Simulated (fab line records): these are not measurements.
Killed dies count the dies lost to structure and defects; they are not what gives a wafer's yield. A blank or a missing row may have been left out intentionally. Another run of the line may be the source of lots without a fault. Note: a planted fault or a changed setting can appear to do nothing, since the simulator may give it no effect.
A lot that was struck, set against a sound lot / flow n5_finfet / 15 out of 1938 route steps
Sound: wafers L532.1, L532.4, L532.5. Wafers struck: L547.2, L547.3, L547.6. The cause is named last.
Per side, at each step with rows, come the tool, then ch with its chambers, and then its first start. Under that, the readings that differ: sound wafers / struck wafers / difference of the means / sigmas: that difference in standard deviations of wafers without a fault.
alike: readings whose means differ by less than 2 such deviations, and words and numbers that are the same on both sides. not compared: withheld readings, readings that some wafer has no value for, bounds like >300 that may hide the same value, and numbers for which the record gives no deviation and whose values overlap.
A row with sigmas, a row that says differs or no value, or rows on one side alone: a step with any of these is where the two part. Non-overlapping numbers with no deviation appear without sigmas and do not part them. Lack of a reading on every wafer of one side parts them only where that side has two or more wafers.

N5_BEOL_M9_OVL_MEAS_12:
  sound on overlay-01 ch 0, day 10 17:20; struck on overlay-02 ch 0, day 16 00:11
  alike: M9_OVL
N5_BEOL_M9_INSPECT_13: inspects for defects (brightfield).
  sound on defect_inspect-01 at day 10 17:22; struck on defect_inspect-01 at day 16 00:13
  alike: raw_defect_count
N5_BEOL_M9_DESCUM_16: chemistry O2, time 7.9 s.
  sound on rie_diel-02 ch 1,3, day 10 17:24; struck on rie_diel-04 ch 1,2, day 16 00:15
  alike: drypump_motor_current_A, oes_product_au, rf_vpp_V, showerhead_plenum_p_Torr, throttle_valve_pct
  not compared: rf_hours_counter_h
N5_BEOL_M9_ETCH_61: etches SiARC in CF4, target depth 39 nm, time 65 s.
  sound on rie_diel-02 ch 1,3, day 10 17:26; struck on rie_diel-04 ch 1,2, day 16 00:17
  alike: drypump_motor_current_A, etch_rf_on_time_s, oes_product_au, rf_vpp_V, showerhead_plenum_p_Torr, throttle_valve_pct
  not compared: rf_hours_counter_h
N5_BEOL_M9_ETCH_62: etches SOC in N2/H2, target depth 110 nm, overetch 22 nm, time 165 s.
  sound on rie_diel-02 ch 1,3, day 10 17:29; struck on rie_diel-04 ch 1,2, day 16 00:20
  alike: drypump_motor_current_A, oes_product_au, rf_vpp_V, showerhead_plenum_p_Torr, throttle_valve_pct
  not compared: rf_hours_counter_h
then, 2 steps without rows for these wafers: N5_BEOL_M9_STRIP_68 (strips in N2/H2); N5_BEOL_M9_STRIP_67 (strips in CF4).
N5_BEOL_M9_HM_OPEN_17: chemistry Cl2/BCl3, target TiN, target depth 20 nm, overetch 6 nm.
  sound on rie_metal-01 ch 0,1, day 10 17:40; struck on rie_metal-01 ch 0,1, day 16 00:31
  alike: drypump_motor_current_A, oes_product_au, throttle_valve_pct
  not compared: rf_hours_counter_h
N5_BEOL_M9_STRIP_19: strips in O2.
  sound on rie_diel-02 ch 2,3, day 10 17:47; struck on rie_diel-04 ch 1,2,3, day 16 00:38
  alike: drypump_motor_current_A, oes_product_au, rf_vpp_V, showerhead_plenum_p_Torr, throttle_valve_pct
  not compared: rf_hours_counter_h
N5_BEOL_M9_CD_MEAS_18: pitch 140 nm, target cd 70 nm.
  sound on cd_sem-03 at day 10 17:51; struck on cd_sem-01 at day 16 00:42
  alike: cd_nm
then, 2 steps without rows for these wafers: N5_BEOL_M9_COAT_63 (time 60 s, resist thk 60 nm); N5_BEOL_M9_COAT_64 (time 60 s, resist thk 12 nm).
N5_BEOL_M9_COAT_75: time 60 s, resist thk 5 nm.
  sound on litho_track-04 ch 0, day 10 17:56; struck on litho_track-04 ch 0, day 16 02:26
reading=heater_power_total_W (W); sound=393.6 393.1 391.2; struck=466.4 464.4 463.7; difference=+72.2; sigmas=+56
reading=run_length_s (s); sound=66.07 66.23 66.07; struck=51.28 51.36 51.26; difference=-14.82; sigmas=-93
then, 1 step without rows for these wafers: N5_BEOL_M9_COAT_22 (resist thk 30 nm).
-- a jump in the record: the struck wafers' starts before and after are 3 days apart (it breaks off in module BEOL_M9 and resumes in module PASSIVATION, where the first step shown is number 1936 of the route) --
N5_PASSIVATION_PROBE_49:
  sound on prober-02 at day 13 02:31; struck on prober-01 at day 18 23:38
  alike: defect_limited_yield, killed_at_M0_to_M3, killed_at_M4_up, killed_at_contacts, killed_at_front_end, killed_at_other, killed_dies, killed_open, killed_short, sort_bin_5_function, sort_bin_6_memory, sort_n_pass, sort_yield_pct

## WHERE THEY PART
Within this record, at N5_BEOL_M9_COAT_75 only. Later steps at which nothing parts them and some readings are alike: N5_PASSIVATION_PROBE_49.

WHY: whatever the simulator had introduced
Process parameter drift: litho_track-04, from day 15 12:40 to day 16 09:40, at N5_BEOL_M9_COAT_75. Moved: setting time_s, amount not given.
